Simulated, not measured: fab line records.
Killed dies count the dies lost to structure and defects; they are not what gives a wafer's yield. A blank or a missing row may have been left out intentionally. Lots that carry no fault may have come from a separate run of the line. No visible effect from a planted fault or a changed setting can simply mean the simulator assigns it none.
One fault through the eyes of 3 desks | flow n5 finfet | every desk sees just its own numbers, and what lay behind them comes last

== FOR THE TOOL OWNER'S DESK: epi rpcvd-04 ==
The tool's own readings at N5_SD_EPI_N_VAPOR_ETCH_50 (etches Si in HCl, time 54 s): means of the sampled wafers that have a number, for each lot that ran on this tool. The brackets show how far a lot's mean lies from the usual mean; more than 4 standard deviations puts the lot out of limits, marked OUT.
Columns: A = lamp inner pct at N5_SD_EPI_N_VAPOR_ETCH_50, usual 20.0 %; B = susceptor temp C at N5_SD_EPI_N_VAPOR_ETCH_50, usual 775.0 C; C = throttle valve pct at N5_SD_EPI_N_VAPOR_ETCH_50, usual 11.42 %
lot  | first seen here | A    | B               | C
L576 | day 3 13:35     | 20.2 | 774.9           | 11.34
L578 | day 4 02:03     | 20.2 | 774.9           | 11.45
L579 | day 4 09:57     | 20.2 | 775.1           | 11.36
L583 | day 5 11:20     | 20.6 | 781.3 (+19) OUT | 11.48
L587 | day 6 15:35     | 20.6 | 780.9 (+17) OUT | 11.44
This desk finds L583, L587 out of limits, L583 being first, at day 5 11:20 (susceptor temp C at N5_SD_EPI_N_VAPOR_ETCH_50). L576, L578, L579: within limits.

== THE DEFECT DESK ==
What the inspections along the route counted, lot by lot: means of the sampled wafers that have a number. The brackets show how far a lot's mean lies from the usual mean; more than 4 standard deviations puts the lot out of limits, marked OUT.
Columns: A = raw defect count at N5_SD_EPI_N_INSPECT_26, usual 205
lot  | first seen here | A
L574 | day 3 06:15     | 268
L576 | day 3 16:14     | 183
L577 | day 4 00:05     | 219
L578 | day 4 04:28     | 204
L579 | day 4 12:24     | 180
L583 | day 5 13:49     | 235
L584 | day 5 21:23     | 261
L587 | day 6 18:43     | 210
L590 | day 7 03:46     | 145
L592 | day 7 15:33     | 151
This desk's finding: nothing out of limits on any of the 10 lots.

== AT THE METROLOGY DESK ==
Means of the sampled wafers that have a number, per lot and without regard to the tool the lot ran on: this is what the gauges read. The brackets show how far a lot's mean lies from the usual mean; more than 4 standard deviations puts the lot out of limits, marked OUT. Readings shown: 7 of its 11, picked as those furthest out on some lot.
Columns: A = DIBL_N at N5_BEOL_M4_RC_MEAS_101, usual 35.8 mV/V; B = IOFF_N at N5_BEOL_M4_RC_MEAS_101, usual 0.16 nA/um; C = ION_N at N5_BEOL_M4_RC_MEAS_101, usual 672 uA/um; D = REXT_N at N5_BEOL_M4_RC_MEAS_101, usual 75.3 ohm.um; E = SS_N at N5_BEOL_M4_RC_MEAS_101, usual 71.4 mV/dec; F = SS_P at N5_BEOL_M4_RC_MEAS_101, usual 73.2 mV/dec; G = VT_N at N5_BEOL_M4_RC_MEAS_101, usual 250 mV
lot  | first seen here | A    | B    | C   | D    | E    | F    | G
L574 | day 7 19:40     | 35.3 | 0.16 | 675 | 76.0 | 71.9 | 73.2 | 249
L576 | day 7 21:46     | 34.1 | 0.12 | 669 | 77.4 | 71.0 | 72.3 | 255
L577 | day 8 15:26     | 34.7 | 0.15 | 669 | 74.2 | 71.4 | 72.9 | 250
L578 | day 8 20:38     | 35.9 | 0.18 | 675 | 75.4 | 71.5 | 73.3 | 249
L579 | day 9 08:31     | 35.9 | 0.16 | 672 | 78.6 | 71.8 | 73.2 | 251
L583 | day 10 02:31    | 40.7 | 0.26 | 700 | 70.1 | 73.0 | 73.4 | 244
L584 | day 10 06:25    | 37.6 | 0.19 | 683 | 75.9 | 72.0 | 74.2 | 247
L587 | day 11 16:23    | 40.2 | 0.22 | 701 | 69.6 | 71.9 | 72.6 | 244
L590 | day 12 01:48    | 33.3 | 0.11 | 663 | 76.4 | 70.5 | 72.4 | 253
L592 | day 12 16:39    | 35.7 | 0.15 | 672 | 74.6 | 71.2 | 73.0 | 250
This desk's finding: nothing out of limits on any of the 10 lots.

== PUT TOGETHER ==
An alarm could have come from the tool owner's desk at day 5 11:20, on L583, L587.
The defect desk saw nothing out of limits.
From the metrology desk's view, nothing was out of limits.
The defect desk has L583, L587 on record, within its limits.
The metrology desk has L583, L587 on record, within its limits.
Every lot named ran N5_SD_EPI_N_VAPOR_ETCH_50 on epi rpcvd-04.

== WHAT THE SIMULATOR HAD PUT IN ==
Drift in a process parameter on epi rpcvd-04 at N5_SD_EPI_N_VAPOR_ETCH_50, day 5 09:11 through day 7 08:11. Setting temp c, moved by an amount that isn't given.
Lots struck among those shown: L583, L587.
Time in hours from fault onset to the first out-of-limits reading at each desk: the tool owner's desk, 2.
